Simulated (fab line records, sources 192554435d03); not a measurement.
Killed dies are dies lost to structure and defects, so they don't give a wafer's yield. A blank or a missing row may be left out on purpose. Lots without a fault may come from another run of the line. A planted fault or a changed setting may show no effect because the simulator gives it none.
fab line records | flow n5_finfet
record lots=7 wafers=39
route steps=1938 shown PMOS_HMC_CHANNEL_EPI@78 FIN_SAQP@94 STI_FIN_REVEAL@190 DUMMY_GATE@237 SD_EPI_N@279 SD_EPI_P@310 MOL_CONTACT_COAG@562 BEOL_M4@1111
start_h: hours from the record's first day to the start of the lot's first wafer shown | wait_h: hours since the lot's step before | " the same as in the row above | L1.1+2: a row that stands for several wafers | - no value, or no start given | * or withheld: withheld | < > ~ a bound
route shown NAME@n: a module of which the file shows steps, and the number in the route of the first | usual: mean/standard deviation of fault-free wafers | same: alike in all rows | chamber/n: place in a boat | sites: the reading at each site | _std_site: their standard deviation | _edge_site: outer sites' mean less inner sites' | radius_mm: how far each site lies from the wafer's centre | mask NAME#n: copy n | behind: the tool/chamber that last shaped the wafer | hold: why the lot was held/for how many hours/how that ended | device: the transistor (n, p or np) that didn't switch | end of line: the same wafers' tests at the end of the route | a step without rows: its recipe alone | killed: dies lost to structure and defects at the first sort, not the wafer's yield | map: a wafer's dies, x killed, . not, _ none there
set.NAME: the setting as run; set.NAME@STEP: as run at that earlier step | model.NAME: the simulator's own value behind a step, which no gauge read
lots whose settings were changed on purpose; a table a step, a row a wafer
## steps
# step N5_PMOS_HMC_CHANNEL_EPI_EPI_20
# recipe material=SiGe30 mask_material=SiO2 pressure_torr=20 target_thk_a=590 temp_c=600
# step N5_FIN_SAQP_ALD_61
# recipe material=SiO2 target_thk_a=40 temp_c=300 ald_precursor_family=BDEAS ald_co_reactant=O2-plasma pulse_time_s=1 purge_time_s=2 co_reactant_purge_time_s=2 ald_cycles=43 pressure_torr=2
# step N5_STI_FIN_REVEAL_ETCHBACK_08
# recipe chemistry=C4F6/O2 target=SiO2 target_depth_a=305 time_s=10.167 ion_energy_ev=250 pressure_mtorr=30 source_w=345 bias_w=185 Ar_flow_sccm=300 C4F6_flow_sccm=10 O2_flow_sccm=10
# step N5_DUMMY_GATE_ETCH_37
# recipe chemistry=N2/H2 target=SOC target_depth_a=600 overetch_a=300 temp_c=40 ion_energy_ev=200 pressure_mtorr=30 source_w=840 bias_w=150 n2_flow_sccm=200 h2_flow_sccm=200
# step N5_DUMMY_GATE_ETCH_32
# recipe chemistry=CF4 target=SiO2 target_depth_a=35 time_s=3.9 ion_energy_ev=350 pressure_mtorr=10 icp_w=800 bias_w=400 cf4_flow_sccm=80
# step N5_SD_EPI_N_ETCH_16
# recipe chemistry=CHF3/O2 target=SiO2 target_depth_a=50 mask_material=SOC pressure_mtorr=30 source_w=650 bias_w=170 Ar_flow_sccm=200 CHF3_flow_sccm=50 O2_flow_sccm=5 ion_energy_ev=200
# step N5_SD_EPI_P_ETCHBACK_46
# recipe chemistry=CH3F/O2 mode=anisotropic_etchback target=SiNx target_depth_a=175 stop_on=SiO2 over_etch_frac=0.3 ion_energy_ev=120 pressure_mtorr=30 source_w=395 bias_w=73 Ar_flow_sccm=150 CH3F_flow_sccm=30 O2_flow_sccm=20
# step N5_SD_EPI_P_EPI_21
# recipe material=SiGe:B dopant=B temp_c=550 pressure_torr=20 ambient=H2 time_s=355
# step N5_MOL_CONTACT_COAG_ALD_123
# recipe material=SiNx target_thk_a=50 temp_c=400 ald_precursor_family=SiH2I2 ald_co_reactant=N2/H2-plasma pulse_time_s=1 purge_time_s=2 co_reactant_purge_time_s=2 ald_cycles=100 pressure_torr=2
# step N5_MOL_CONTACT_COAG_EXPOSE_81
# recipe mask_id=VG na=0.33 source_shape=annular sigma_inner=0.3 sigma_outer=0.7 polarization=unpolarized defocus_nm=0 dose_mj=59.5
# step N5_BEOL_M4_RC_MEAS_101
# usual RS_SD_P=66.0/0.93
# columns lot.wafer tool chamber start_h wait_h set.temp_c@PMOS_HMC_CHANNEL_EPI_EPI_20 set.ald_cycles@FIN_SAQP_ALD_61 set.time_s@STI_FIN_REVEAL_ETCHBACK_08 set.source_w@DUMMY_GATE_ETCH_37 set.time_s@DUMMY_GATE_ETCH_32 set.target_depth_a@SD_EPI_N_ETCH_16 set.over_etch_frac@SD_EPI_P_ETCHBACK_46 set.temp_c@SD_EPI_P_EPI_21 set.temp_c@MOL_CONTACT_COAG_ALD_123 set.dose_mj@MOL_CONTACT_COAG_EXPOSE_81 RS_SD_P[ohm/sq]
L074.1 prober-01 0 167.88 0.0 595.4 40 10.167 840 3.395 43.82 0.3 547.2 400 61.11 70.4
L074.2 " 0 " " 600 40 10.167 782.2 3.395 50 0.2795 547.2 382.7 61.11 69.1
L074.3 " 0 " " 600 43 10.167 782.2 3.9 43.82 0.2795 547.2 400 59.5 69.5
L074.4 " 0 " " 595.4 43 9.615 782.2 3.395 50 0.3 550 382.7 59.5 64.7
L074.5 " 0 " " 600 43 9.615 840 3.9 43.82 0.2795 550 382.7 61.11 64.4
L074.6 " 0 " " 595.4 40 9.615 840 3.9 50 0.3 550 400 59.5 64.7
L076.1 prober-02 0 175.60 0.0 600 43 10.167 919.6 3.9 50 0.3 548.9 393 59.5 68.1
L076.2 " 0 " " 600 43 10.167 919.6 4.342 50 0.3 550 393 59.5 66.2
L076.3 " 0 " " 600 45 10.56 919.6 4.342 50 0.2844 548.9 400 59.5 68.3
L076.4 " 0 " " 600 43 10.56 840 4.342 50 0.2844 548.9 400 59.5 67.5
L076.5 " 0 " " 600 45 10.56 840 3.9 50 0.3 550 400 59.5 66.8
L076.6 " 0 " " 600 45 10.167 840 3.9 50 0.2844 550 393 59.5 65.3
L078.1 prober-02 0 177.79 0.0 604.2 43 10.167 840 3.9 50 0.2901 550 415.8 59.5 65.6
L078.2 " 0 " " 600 43 10.167 840 3.05 50 0.3 550 400 63.98 67.0
L078.3 " 0 " " 600 40 10.167 840 3.05 50 0.2901 550 415.8 63.98 66.9
L078.4 " 0 " " 600 43 10.167 840 3.9 44.83 0.3 550 400 63.98 66.3
L078.5 " 0 " " 604.2 40 10.167 840 3.9 44.83 0.3 550 415.8 59.5 67.4
L078.6 " 0 " " 604.2 40 10.167 840 3.05 44.83 0.2901 550 400 59.5 65.8
L081.1 prober-02 0 220.06 0.0 600 43 9.595 697.8 3.352 47.56 0.3179 550 407.4 55.33 65.8
L081.2 " 0 " " 600 43 10.167 840 3.352 50 0.3179 550 407.4 59.5 67.6
L081.3 " 0 " " 600 43 10.167 840 3.352 50 0.3 552.9 400 55.33 62.0
L081.4 " 0 " " 600 43 9.595 840 3.9 47.56 0.3179 552.9 400 59.5 62.3
L081.5 " 0 " " 600 43 10.167 697.8 3.9 47.56 0.3 552.9 407.4 55.33 61.9
L081.6 " 0 " " 600 43 9.595 697.8 3.9 50 0.3 550 400 59.5 67.0
L095.1 prober-02 0 287.30 0.0 600 47 10.64 699 3.457 50 0.3 550 400 55.88 64.5
L095.2 " 0 " " 602.7 43 10.167 699 3.457 54.94 0.3 547.4 414.1 55.88 69.2
L095.3 " 0 " " 602.7 43 10.64 840 3.9 54.94 0.324 547.4 414.1 59.5 68.0
L095.4 " 0 " " 602.7 47 10.167 840 3.9 50 0.3 550 414.1 59.5 64.8
L095.5 " 0 " " 600 43 10.167 699 3.9 50 0.324 547.4 400 55.88 69.0
L095.6 " 0 " " 600 47 10.64 840 3.457 54.94 0.324 550 400 59.5 64.3
L094.1 prober-01 0 295.71 0.0 600 39 10.167 840 3.9 50 0.3 554.2 400 59.5 60.6
L094.2 " 0 " " 600 43 10.167 798.6 3.9 50 0.308 554.2 413.6 59.5 60.3
L094.3 " 0 " " 600 39 10.167 798.6 4.282 50 0.308 554.2 413.6 55.19 59.7
L094.4 " 0 " " 600 39 10.167 798.6 3.9 50 0.3 550 400 55.19 67.7
L094.5 " 0 " " 600 43 10.167 840 4.282 50 0.3 550 413.6 55.19 66.5
L094.6 " 0 " " 600 43 10.167 840 4.282 50 0.308 550 400 59.5 67.1
L096.2 prober-01 0 310.82 0.2 600 43 10.167 840 3.9 50 0.3 550 400 59.5 66.4
L096.4 " 0 " " 600 43 10.167 840 3.9 50 0.3 550 400 59.5 67.3
L096.5 " 0 " " 600 43 10.167 840 3.9 50 0.3 550 400 59.5 66.9
## key
split step=N5_PMOS_HMC_CHANNEL_EPI_EPI_20 setting=temp_c stated_as=600
response none clear
split step=N5_FIN_SAQP_ALD_61 setting=ald_cycles stated_as=43
response none clear
split step=N5_STI_FIN_REVEAL_ETCHBACK_08 setting=time_s stated_as=10.167
response none clear
split step=N5_DUMMY_GATE_ETCH_37 setting=source_w stated_as=840
response none clear
split step=N5_DUMMY_GATE_ETCH_32 setting=time_s stated_as=3.9
response none clear
split step=N5_SD_EPI_N_ETCH_16 setting=target_depth_a stated_as=50
response none clear
split step=N5_SD_EPI_P_ETCHBACK_46 setting=over_etch_frac stated_as=0.3
response none clear
split step=N5_SD_EPI_P_EPI_21 setting=temp_c stated_as=550
response step=N5_BEOL_M4_RC_MEAS_101 reading=RS_SD_P slope=-9.22 per=1% together_with=all explained=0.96
split step=N5_MOL_CONTACT_COAG_ALD_123 setting=temp_c stated_as=400
response none clear
split step=N5_MOL_CONTACT_COAG_EXPOSE_81 setting=dose_mj stated_as=59.5
response none clear
